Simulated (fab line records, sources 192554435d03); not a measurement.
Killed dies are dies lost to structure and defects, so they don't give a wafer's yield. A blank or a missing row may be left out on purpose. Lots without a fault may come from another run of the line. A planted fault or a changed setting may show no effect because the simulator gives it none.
fab line records | flow n5_finfet
record lots=5 wafers=15 last_day=18
route steps=1938 shown BEOL_M4@1099 BEOL_M5@1112 BEOL_M10@1470 PASSIVATION@1936
lots that met no fault: from a run of the same line without faults
start_h: hours from the record's first day to the start of the lot's first wafer shown | wait_h: hours since the lot's step before | " the same as in the row above | L1.1+2: a row that stands for several wafers | - no value, or no start given | * or withheld: withheld | < > ~ a bound
route shown NAME@n: a module of which the file shows steps, and the number in the route of the first | usual: mean/standard deviation of fault-free wafers | same: alike in all rows | chamber/n: place in a boat | sites: the reading at each site | _std_site: their standard deviation | _edge_site: outer sites' mean less inner sites' | radius_mm: how far each site lies from the wafer's centre | mask NAME#n: copy n | behind: the tool/chamber that last shaped the wafer | hold: why the lot was held/for how many hours/how that ended | device: the transistor (n, p or np) that didn't switch | end of line: the same wafers' tests at the end of the route | a step without rows: its recipe alone | killed: dies lost to structure and defects at the first sort, not the wafer's yield | map: a wafer's dies, x killed, . not, _ none there
set.NAME: the setting as run; set.NAME@STEP: as run at that earlier step | model.NAME: the simulator's own value behind a step, which no gauge read
lots at some steps of the route; a table a step, a row a wafer
services: from which hour (start_h, from the record's first day; less than 0 if before it) a tool's chamber was out of use, for how many hours, and why
## steps
# step N5_BEOL_M4_ANNEAL_95
# recipe temp_c=400 time_s=240 ambient=vacuum
# step N5_BEOL_M4_SPUTTER_96
# recipe material=Cu target_thk_a=45 temp_c=-20 chamber_pressure_pa=0.07 power_w=withheld time_s=8.29
# step N5_BEOL_M4_ECD_50
# recipe material=Cu target_thk_a=3000
# step N5_BEOL_M4_ANNEAL_51
# recipe temp_c=225 time_s=90 ambient=N2
# step N5_BEOL_M4_CMP_52
# recipe stop_on=SiOC t_overpolish_s=6.8 down_force_psi=1 platen_rpm=50 clearing_platen_down_force_psi=1.5 clearing_platen_rpm=50 post_cmp_clean=cu_alkaline target_thk_nm=40 clearing_platen_pad_velocity_m_s=0.99484 pad_velocity_m_s=0.99484
# step N5_BEOL_M4_PRE_CLEAN_60
# recipe gas=NH3/H2 time_s=15 temp_c=* rf_power_w=300
# step N5_BEOL_M4_CO_CAP_55
# recipe material=Co target_thk_a=20 temp_c=200 precursor=CCTBA/H2 pressure_torr=30 time_s=102.1
# step N5_BEOL_M4_PRE_CLEAN_56
# recipe gas=NH3 time_s=15 temp_c=withheld rf_power_w=300
# step N5_BEOL_M4_DEP_57
# recipe material=SiCN target_thk_a=80 temp_c=withheld precursor=3MS/NH3 pressure_torr=3 rf_w=202 time_s=14
# step N5_BEOL_M4_RC_MEAS_101
# usual DIBL_N=35.6/1.7 DIBL_P=35.0/2 IOFF_N=0.148/0.027 IOFF_P=0.19/0.032 ION_N=671/14 ION_P=460/9.1 SS_N=71.3/0.62 SS_P=73.0/0.64 VT_N=251/3.2 VT_P=-251.5/2.9
# columns lot.wafer tool chamber start_h wait_h DIBL_N[mV/V] DIBL_P[mV/V] IOFF_N[nA/um] IOFF_P[nA/um] ION_N[uA/um] ION_P[uA/um] SS_N[mV/dec] SS_P[mV/dec] VT_N[mV] VT_P[mV]
L478.1 prober-01 0 275.50 0.0 38.2 36.9 0.191 0.24 690 471 71.5 73.9 246 -249.2
L478.2 " 0 " " 39.2 38.3 0.219 0.26 678 466 71.3 74.0 246 -247.0
L478.6 " 0 " " 36.8 35.6 0.172 0.22 689 468 70.8 74.6 247 -248.6
L481.3 prober-02 0 282.14 0.3 34.0 33.8 0.119 0.17 667 458 70.3 72.6 256 -253.8
L481.4 " 0 " " 36.5 35.1 0.149 0.19 660 450 71.7 73.2 254 -252.9
L481.5 " 0 " " 34.0 33.3 0.117 0.16 656 450 70.5 72.7 257 -253.5
L482.2 prober-02 0 298.73 0.2 36.1 34.5 0.139 0.17 659 447 70.9 73.2 252 -255.2
L482.3 " 0 " " 35.3 32.9 0.124 0.15 664 451 70.7 73.3 253 -255.9
L482.6 " 0 " " 38.3 36.3 0.174 0.20 678 455 71.8 73.3 249 -252.0
L488.1 prober-02 0 321.78 0.0 35.3 35.0 0.142 0.18 665 450 71.4 72.7 251 -255.6
L488.4 " 0 " " 35.8 35.6 0.147 0.18 665 455 71.5 73.2 254 -252.2
L488.5 " 0 " " 36.5 36.9 0.167 0.21 685 468 71.1 73.7 250 -250.5
L487.2 prober-01 0 322.17 0.2 37.2 37.1 0.165 0.21 673 462 70.8 73.0 246 -249.8
L487.4 " 0 " " 37.3 36.3 0.151 0.18 671 452 71.6 73.3 252 -255.0
L487.6 " 0 " " 37.2 37.4 0.156 0.20 682 466 71.9 73.2 252 -252.4
# step N5_BEOL_M5_ILD_DEP_00
# recipe material=SiCOH_lowk target_thk_a=1406.4 temp_c=300 precursor=DEMS/porogen pressure_torr=5 rf_w=500 time_s=25.9
# step N5_BEOL_M5_CURE_79
# recipe temp_c=385 time_s=240 ambient=He/Ar material=SiCOH_lowk
# step N5_BEOL_M5_PECVD_70
# recipe material=SiO2 target_thk_a=160 temp_c=400 precursor=TEOS/O2 pressure_torr=5.5 rf_w=450 teos_flow_sccm=53.8 gas=O2 flow_sccm=3000 time_s=18
# step N5_BEOL_M5_HM_DEP_02
# recipe material=TiN target_thk_a=200 temp_c=25 chamber_pressure_pa=0.49996
# step N5_BEOL_M5_COAT_59
# recipe resist=SOC temp_c=250 time_s=60 spin_rpm=1500 resist_thk_nm=60
# step N5_BEOL_M5_COAT_60
# recipe resist=SiARC temp_c=220 time_s=60 spin_rpm=1500 resist_thk_nm=12
# step N5_BEOL_M5_COAT_71
# recipe resist=underlayer temp_c=205 time_s=60 spin_rpm=1500 resist_thk_nm=5
# step N5_BEOL_M5_COAT_05
# recipe resist=CAR-EUV spin_rpm=1500 resist_thk_nm=30
# step N5_BEOL_M5_EBR_07
# recipe solvent=PGMEA ebr_width_mm=1.5
# step N5_BEOL_M5_SOFTBAKE_06
# recipe temp_c=110 time_s=60 resist=CAR-EUV
# step N5_BEOL_M5_EXPOSE_08
# recipe mask_id=M5 na=0.33 source_shape=annular sigma_inner=0.4 sigma_outer=0.8 polarization=unpolarized target_cd_nm=28 dose_mj=35.75
# step N5_BEOL_M5_PEB_09
# recipe peb_temp_c=100 peb_time_s=60 resist=CAR-EUV
# step N5_BEOL_M5_DEVELOP_10
# recipe develop_time_s=30 developer=TMAH resist=CAR-EUV rinse_liquid=surfactant_rinse dry=air_spin dev_temp_c=23
# step N5_BEOL_M5_DESCUM_16
# recipe chemistry=O2 time_s=7 source_power_w=50 bias_power_w=20 pressure_mtorr=20 rf_frequency_hz=2.712e+07 temp_c=40 resist=CAR-EUV o2_flow_sccm=225
# step N5_BEOL_M5_ETCH_72
# recipe chemistry=N2/H2 target=underlayer target_depth_a=65 mask_material=CAR-EUV time_s=5.2 ion_energy_ev=200 pressure_mtorr=30 source_w=840 bias_w=150 n2_flow_sccm=200 h2_flow_sccm=200 ends=cleared
# step N5_BEOL_M5_ETCH_61
# recipe chemistry=CF4 target=SiARC target_depth_a=156 mask_material=CAR-EUV time_s=26 ion_energy_ev=80 pressure_mtorr=40 source_w=545 bias_w=36 Ar_flow_sccm=100 cf4_flow_sccm=100 ends=cleared
# step N5_BEOL_M5_ETCH_62
# recipe chemistry=N2/H2 target=SOC target_depth_a=750 overetch_a=150 mask_material=SiARC temp_c=40 time_s=112.5 ion_energy_ev=200 pressure_mtorr=30 source_w=840 bias_w=150 n2_flow_sccm=200 h2_flow_sccm=200
# step N5_BEOL_M5_STRIP_63
# recipe chemistry=N2/H2 temp_c=40 n2_flow_sccm=200 h2_flow_sccm=200 rf_frequency_hz=6e+07
# step N5_BEOL_M5_STRIP_73
# recipe chemistry=N2/H2 temp_c=40 n2_flow_sccm=200 h2_flow_sccm=200 rf_frequency_hz=6e+07
# step N5_BEOL_M5_STRIP_64
# recipe chemistry=CF4 resist=SiARC power_w=300 bias_power_w=75 pressure_mtorr=50 cf4_flow_sccm=150 rf_frequency_hz=6e+07
# step N5_BEOL_M5_HM_OPEN_17
# recipe chemistry=Cl2/BCl3 target_depth_a=200 overetch_a=60 target=TiN mask_material=SOC ion_energy_ev=150 pressure_mtorr=10 icp_w=1000 bias_w=126 Cl2_flow_sccm=53.25 bcl3_flow_sccm=21.75 Ar_flow_sccm=25
# step N5_BEOL_M5_STRIP_19
# recipe chemistry=O2 power_w=400 temp_c=40 pressure_mtorr=30 rf_frequency_hz=6e+07 bias_power_w=0 overash_fraction=0.2 o2_flow_sccm=225
# step N5_BEOL_M5_COAT_65
# recipe resist=SOC temp_c=250 time_s=60 spin_rpm=1500 resist_thk_nm=60
# step N5_BEOL_M5_COAT_66
# recipe resist=SiARC temp_c=220 time_s=60 spin_rpm=1500 resist_thk_nm=12
# step N5_BEOL_M10_ILD_DEP_00
# recipe material=SiCOH_lowk target_thk_a=3085.1 temp_c=300 precursor=DEMS/porogen pressure_torr=5 rf_w=500 time_s=58
# usual chamber_pressure_Torr=4.999/0.011 heater_power_outer_w=140/45 heater_power_w=311/57 showerhead_plenum_p_Torr=5.742/0.015 throttle_valve_pct=13.8/0.38
# columns lot.wafer tool chamber start_h wait_h chamber_pressure_Torr heater_power_outer_w heater_power_w showerhead_plenum_p_Torr throttle_valve_pct
L478.1 pecvd-04 2 328.31 0.0 - - - - -
L478.2 " 1 " " - - - - -
L478.6 " 2 " " - - - - -
L481.3 pecvd-04 2 329.08 0.0 - - - - -
L481.4 " 0 " " - - - - -
L481.5 " 2 " " - - - - -
L482.2 pecvd-02 0 342.25 0.0 - - - - -
L482.3 " 1 " " - - - - -
L482.6 " 2 " " - - - - -
L488.1 pecvd-02 0 375.08 0.0 4.974 116 292 5.749 13.7
L488.4 " 0 " " 4.976 118 290 5.741 13.7
L488.5 " 1 " " 4.989 142 331 5.734 14.2
L487.2 pecvd-03 1 375.38 0.0 4.997 140 321 5.729 14.6
L487.4 " 2 " " 4.991 102 258 5.771 13.2
L487.6 " 0 " " 4.992 117 239 5.733 13.7
# step N5_BEOL_M10_OCD_MEAS_38
# usual trench_depth_nm=149.5/2.5
# columns lot.wafer tool chamber start_h wait_h trench_depth_nm
L478.1 ocd-01 - 332.90 - -
L478.2 " - " " -
L478.6 " - " " -
L481.3 ocd-02 - 335.88 - -
L481.4 " - " " -
L481.5 " - " " -
L482.2 ocd-01 - 347.97 - -
L482.3 " - " " -
L482.6 " - " " -
L487.2 ocd-02 - 382.01 - 149.6
L487.4 " - " " 151.1
L487.6 " - " " 149.4
L488.1 ocd-01 - 382.17 - 151.2
L488.4 " - " " 149.3
L488.5 " - " " 152.1
# step N5_PASSIVATION_PROBE_49
# usual defect_limited_yield=91.2/1.6 killed_at_M0_to_M3=35/11 killed_at_M4_up=14/5.4 killed_at_contacts=13/6 killed_at_front_end=38/11 killed_at_other=3.4/2.6 killed_dies=104/19 killed_on_rim=13/3.9 killed_open=68/13 killed_short=34/8.5 sort_bin_5_function=5.1/1 sort_bin_6_memory=3.3/0.72 sort_n_pass=1075/22 sort_yield_pct=91.1/1.9
# same gross_dies=1180 killed_at_back_side=0 sort_bin_4_leakage[%]=0 sort_bin_8_speed[%]=0
# columns lot.wafer tool chamber start_h wait_h defect_limited_yield[%] killed_at_M0_to_M3 killed_at_M4_up killed_at_contacts killed_at_front_end killed_at_other killed_dies killed_on_rim killed_open killed_short sort_bin_5_function[%] sort_bin_6_memory[%] sort_n_pass sort_yield_pct[%]
L478.1 prober-01 - 395.56 0.0 0 6 1161 2 10 1 1180 152 12 7 73.6 2.5 0 0
L478.2 prober-01 - 395.61 0.1 0 4 1167 4 4 1 1180 152 7 6 72.6 2.9 0 0
L478.6 prober-01 - 395.81 0.3 0 6 1160 5 5 4 1180 152 14 8 74.1 3.4 0 0
L481.3 prober-01 - 396.53 0.1 0 5 1167 1 6 1 1180 152 7 8 71.1 3.4 0 0
L481.4 prober-01 - 396.58 0.2 0 6 1162 4 8 0 1180 152 18 3 72.5 3.6 0 0
L481.5 prober-01 - 396.63 0.2 0 2 1163 3 12 0 1180 152 12 10 74.7 2.2 0 0
L482.2 prober-01 - 410.28 0.1 0 2 1165 6 6 1 1180 152 13 3 73.3 2.9 0 0
L482.3 prober-01 - 410.33 0.1 0 2 1168 2 6 2 1180 152 11 4 75.6 2.9 0 0
L482.6 prober-01 - 410.48 0.3 0 8 1161 3 7 1 1180 152 14 8 71.4 3.0 0 0
L488.1 prober-02 - 435.97 0.0 91.9 31 20 23 20 1 95 13 64 26 3.7 3.8 1085 91.9
L488.4 prober-02 - 436.12 0.2 94.0 24 10 16 18 3 71 7 50 21 3.8 1.9 1109 94.0
L488.5 prober-02 - 436.17 0.2 93.3 24 18 12 22 3 79 14 53 23 3.6 3.1 1101 93.3
L487.2 prober-01 - 436.58 0.1 92.0 25 15 8 43 3 94 11 65 27 5.2 2.5 1086 92.0
L487.4 prober-01 - 436.68 0.2 92.6 23 12 8 39 5 87 8 50 34 4.0 2.9 1093 92.6
L487.6 prober-01 - 436.78 0.3 91.7 26 16 13 43 0 98 13 58 39 5.6 2.5 1082 91.7
# killed by level:class
L478.1 BEOL_M10:lost_pattern=1155 BEOL_M10:area_dep=6 FIN_SAQP:geometric_particle:open=2 DUMMY_GATE:geometric_particle:open=2 BEOL_M1:geometric_particle:open=2 MOL_CONTACT_COAG:geometric_particle:open=2 FIN_SAQP:geometric_particle:short=1 MIM_TOP_ETCH:geometric_particle:short=1
L478.2 BEOL_M10:lost_pattern=1163 BEOL_M10:area_dep=4 BEOL_M0_SAQP:geometric_particle:open=3 ILD0:geometric_particle:short=2 MOL_CONTACT_COAG:geometric_particle:open=2 MOL_CONTACT_COAG:geometric_particle:short=2 STI_FIN_REVEAL:geometric_particle:open=1 DUMMY_GATE:geometric_particle:short=1
L478.6 BEOL_M10:lost_pattern=1153 BEOL_M10:area_dep=5 MOL_CONTACT_COAG:geometric_particle:open=3 GATE_CUT:geometric_particle:short=2 MOL_CONTACT_COAG:geometric_particle:short=2 BEOL_M2:geometric_particle:open=2 BEOL_M3:geometric_particle:open=2 FIN_SAQP:geometric_particle:open=1
L481.3 BEOL_M10:lost_pattern=1158 BEOL_M10:area_dep=7 FIN_SAQP:geometric_particle:short=3 BEOL_M0_SAQP:geometric_particle:open=3 HKMG_FIN:geometric_particle:short=1 GATE_CUT:geometric_particle:short=1 MOL_CONTACT_COAG:geometric_particle:open=1 BEOL_M0_SAQP:geometric_particle:short=1
L481.4 BEOL_M10:lost_pattern=1154 BEOL_M10:area_dep=4 FIN_SAQP:geometric_particle:open=3 STI_FIN_REVEAL:geometric_particle:open=3 MOL_CONTACT_COAG:geometric_particle:open=3 BEOL_M0_SAQP:geometric_particle:open=3 BEOL_M1:geometric_particle:open=2 BEOL_M4:geometric_particle:open=2
L481.5 BEOL_M10:lost_pattern=1151 BEOL_M10:area_dep=7 STI_FIN_REVEAL:geometric_particle:open=4 FIN_SAQP:geometric_particle:open=2 FIN_SAQP:geometric_particle:short=2 DUMMY_GATE:geometric_particle:short=2 MOL_CONTACT_COAG:geometric_particle:open=2 BEOL_M0_SAQP:geometric_particle:short=2
L482.2 BEOL_M10:lost_pattern=1156 BEOL_M10:area_dep=8 MOL_CONTACT_COAG:geometric_particle:open=6 FIN_SAQP:geometric_particle:short=3 FIN_SAQP:geometric_particle:open=1 STI_FIN_REVEAL:geometric_particle:open=1 DUMMY_GATE:geometric_particle:open=1 BEOL_M0_SAQP:geometric_particle:open=1
L482.3 BEOL_M10:lost_pattern=1159 BEOL_M10:area_dep=6 DUMMY_GATE:geometric_particle:open=2 BEOL_M7:geometric_particle:open=2 FIN_SAQP:geometric_particle:open=1 MIM_TOP_ETCH:geometric_particle:open=1 BEOL_M0_SAQP:geometric_particle:open=1 STI_FIN_REVEAL:geometric_particle:open=1
L482.6 BEOL_M10:lost_pattern=1151 BEOL_M10:area_dep=7 MOL_CONTACT_COAG:geometric_particle:open=3 FIN_SAQP:geometric_particle:open=2 BEOL_M2:geometric_particle:open=2 BEOL_M3:geometric_particle:short=2 FIN_SAQP:geometric_particle:short=1 STI_FIN_REVEAL:geometric_particle:short=1
L488.1 MOL_CONTACT_COAG:geometric_particle:open=17 BEOL_M4:geometric_particle:open=11 BEOL_M0_SAQP:geometric_particle:open=10 BEOL_M2:geometric_particle:open=8 MOL_CONTACT_COAG:geometric_particle:short=6 BEOL_M0_SAQP:geometric_particle:short=6 DUMMY_GATE:geometric_particle:open=4 HKMG_FIN:area_etch=4
L488.4 MOL_CONTACT_COAG:geometric_particle:open=14 BEOL_M0_SAQP:geometric_particle:short=9 GATE_CUT:geometric_particle:short=4 BEOL_M0:geometric_particle:open=4 BEOL_M4:geometric_particle:open=4 DUMMY_GATE:geometric_particle:open=3 SPACER0:geometric_particle:open=3 BEOL_M1:geometric_particle:open=3
L488.5 BEOL_M2:geometric_particle:open=12 MOL_CONTACT_COAG:geometric_particle:open=9 BEOL_M5:geometric_particle:open=6 BEOL_M4:geometric_particle:open=5 STI_FIN_REVEAL:geometric_particle:open=4 MOL_CONTACT_COAG:geometric_particle:short=3 BEOL_M0:geometric_particle:open=3 STARTING-WAFER:geometric_particle:short=3
L487.2 FIN_SAQP:geometric_particle:open=11 BEOL_M3:geometric_particle:open=6 MOL_CONTACT_COAG:geometric_particle:open=6 BEOL_M2:geometric_particle:open=6 BEOL_M4:geometric_particle:open=6 STI_FIN_REVEAL:geometric_particle:open=5 BEOL_M1:geometric_particle:open=5 FIN_SAQP:geometric_particle:short=4
L487.4 GATE_CUT:geometric_particle:short=12 FIN_SAQP:geometric_particle:short=5 MOL_CONTACT_COAG:geometric_particle:open=5 BEOL_M0_SAQP:geometric_particle:open=5 BEOL_M3:geometric_particle:open=5 BEOL_M4:geometric_particle:open=5 STI_FIN_REVEAL:geometric_particle:open=4 GATE_CUT:geometric_particle:open=4
L487.6 STI_FIN_REVEAL:geometric_particle:open=9 FIN_SAQP:geometric_particle:short=8 MOL_CONTACT_COAG:geometric_particle:open=8 FIN_SAQP:geometric_particle:open=7 GATE_CUT:geometric_particle:short=6 BEOL_M0_SAQP:geometric_particle:short=6 MOL_CONTACT_COAG:geometric_particle:short=5 BEOL_M3:geometric_particle:open=5
# map L478.1 (x killed, . not)
_________________xxxxxxxxxxxx________________
______________xxxxxxxxxxxxxxxxxx_____________
___________xxxxxxxxxxxxxxxxxxxxxxxx__________
__________xxxxxxxxxxxxxxxxxxxxxxxxxx_________
________xxxxxxxxxxxxxxxxxxxxxxxxxxxxxx_______
_______xxxxxxxxxxxxxxxxxxxxxxxxxxxxxxxx______
______xxxxxxxxxxxxxxxxxxxxxxxxxxxxxxxxxx_____
_____xxxxxxxxxxxxxxxxxxxxxxxxxxxxxxxxxxxx____
____xxxxxxxxxxxxxxxxxxxxxxxxxxxxxxxxxxxxxx___
___xxxxxxxxxxxxxxxxxxxxxxxxxxxxxxxxxxxxxxxx__
___xxxxxxxxxxxxxxxxxxxxxxxxxxxxxxxxxxxxxxxx__
__xxxxxxxxxxxxxxxxxxxxxxxxxxxxxxxxxxxxxxxxxx_
__xxxxxxxxxxxxxxxxxxxxxxxxxxxxxxxxxxxxxxxxxx_
_xxxxxxxxxxxxxxxxxxxxxxxxxxxxxxxxxxxxxxxxxxxx
_xxxxxxxxxxxxxxxxxxxxxxxxxxxxxxxxxxxxxxxxxxxx
_xxxxxxxxxxxxxxxxxxxxxxxxxxxxxxxxxxxxxxxxxxxx
_xxxxxxxxxxxxxxxxxxxxxxxxxxxxxxxxxxxxxxxxxxxx
_xxxxxxxxxxxxxxxxxxxxxxxxxxxxxxxxxxxxxxxxxxxx
_xxxxxxxxxxxxxxxxxxxxxxxxxxxxxxxxxxxxxxxxxxxx
_xxxxxxxxxxxxxxxxxxxxxxxxxxxxxxxxxxxxxxxxxxxx
_xxxxxxxxxxxxxxxxxxxxxxxxxxxxxxxxxxxxxxxxxxxx
__xxxxxxxxxxxxxxxxxxxxxxxxxxxxxxxxxxxxxxxxxx_
__xxxxxxxxxxxxxxxxxxxxxxxxxxxxxxxxxxxxxxxxxx_
___xxxxxxxxxxxxxxxxxxxxxxxxxxxxxxxxxxxxxxxx__
___xxxxxxxxxxxxxxxxxxxxxxxxxxxxxxxxxxxxxxxx__
____xxxxxxxxxxxxxxxxxxxxxxxxxxxxxxxxxxxxxx___
_____xxxxxxxxxxxxxxxxxxxxxxxxxxxxxxxxxxxx____
______xxxxxxxxxxxxxxxxxxxxxxxxxxxxxxxxxx_____
_______xxxxxxxxxxxxxxxxxxxxxxxxxxxxxxxx______
________xxxxxxxxxxxxxxxxxxxxxxxxxxxxxx_______
__________xxxxxxxxxxxxxxxxxxxxxxxxxx_________
___________xxxxxxxxxxxxxxxxxxxxxxxx__________
______________xxxxxxxxxxxxxxxxxx_____________
_________________xxxxxxxxxxxx________________
# map L481.3 (x killed, . not)
_________________xxxxxxxxxxxx________________
______________xxxxxxxxxxxxxxxxxx_____________
___________xxxxxxxxxxxxxxxxxxxxxxxx__________
__________xxxxxxxxxxxxxxxxxxxxxxxxxx_________
________xxxxxxxxxxxxxxxxxxxxxxxxxxxxxx_______
_______xxxxxxxxxxxxxxxxxxxxxxxxxxxxxxxx______
______xxxxxxxxxxxxxxxxxxxxxxxxxxxxxxxxxx_____
_____xxxxxxxxxxxxxxxxxxxxxxxxxxxxxxxxxxxx____
____xxxxxxxxxxxxxxxxxxxxxxxxxxxxxxxxxxxxxx___
___xxxxxxxxxxxxxxxxxxxxxxxxxxxxxxxxxxxxxxxx__
___xxxxxxxxxxxxxxxxxxxxxxxxxxxxxxxxxxxxxxxx__
__xxxxxxxxxxxxxxxxxxxxxxxxxxxxxxxxxxxxxxxxxx_
__xxxxxxxxxxxxxxxxxxxxxxxxxxxxxxxxxxxxxxxxxx_
_xxxxxxxxxxxxxxxxxxxxxxxxxxxxxxxxxxxxxxxxxxxx
_xxxxxxxxxxxxxxxxxxxxxxxxxxxxxxxxxxxxxxxxxxxx
_xxxxxxxxxxxxxxxxxxxxxxxxxxxxxxxxxxxxxxxxxxxx
_xxxxxxxxxxxxxxxxxxxxxxxxxxxxxxxxxxxxxxxxxxxx
_xxxxxxxxxxxxxxxxxxxxxxxxxxxxxxxxxxxxxxxxxxxx
_xxxxxxxxxxxxxxxxxxxxxxxxxxxxxxxxxxxxxxxxxxxx
_xxxxxxxxxxxxxxxxxxxxxxxxxxxxxxxxxxxxxxxxxxxx
_xxxxxxxxxxxxxxxxxxxxxxxxxxxxxxxxxxxxxxxxxxxx
__xxxxxxxxxxxxxxxxxxxxxxxxxxxxxxxxxxxxxxxxxx_
__xxxxxxxxxxxxxxxxxxxxxxxxxxxxxxxxxxxxxxxxxx_
___xxxxxxxxxxxxxxxxxxxxxxxxxxxxxxxxxxxxxxxx__
___xxxxxxxxxxxxxxxxxxxxxxxxxxxxxxxxxxxxxxxx__
____xxxxxxxxxxxxxxxxxxxxxxxxxxxxxxxxxxxxxx___
_____xxxxxxxxxxxxxxxxxxxxxxxxxxxxxxxxxxxx____
______xxxxxxxxxxxxxxxxxxxxxxxxxxxxxxxxxx_____
_______xxxxxxxxxxxxxxxxxxxxxxxxxxxxxxxx______
________xxxxxxxxxxxxxxxxxxxxxxxxxxxxxx_______
__________xxxxxxxxxxxxxxxxxxxxxxxxxx_________
___________xxxxxxxxxxxxxxxxxxxxxxxx__________
______________xxxxxxxxxxxxxxxxxx_____________
_________________xxxxxxxxxxxx________________
## services
# columns tool chamber start_h hours kind
pecvd-03 0 306.33 5.5 scheduled_down
pecvd-04 0 308.86 2.1 scheduled_down
pecvd-03 - 352.80 0.8 pm
pecvd-04 - 357.00 0.6 repair
## key
first_sign step=N5_BEOL_M10_ILD_DEP_00 reading=tool_record direction=missing
effect step=N5_BEOL_M10_OCD_MEAS_38 reading=trench_depth_nm direction=missing
effect step=N5_PASSIVATION_PROBE_49 reading=killed_at_M4_up direction=up sigmas=99+ usual=14 struck=1164
met_at N5_BEOL_M10_ILD_DEP_00
struck_wafers L478.1,L478.2,L478.6,L481.3,L481.4,L481.5,L482.2,L482.3,L482.6
later_rows_left_out L478.1,L478.2,L478.6,L481.3,L481.4,L481.5,L482.2,L482.3,L482.6
fault kind=skipped_step_whole tool=pecvd-02,pecvd-04 chamber=- onset_h=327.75 steps=N5_BEOL_M10_ILD_DEP_00 scope=struck_lots_only
# later_rows_left_out: the simulator's readings of these wafers behind a module that went badly wrong aren't trusted and aren't shown, but for the sort
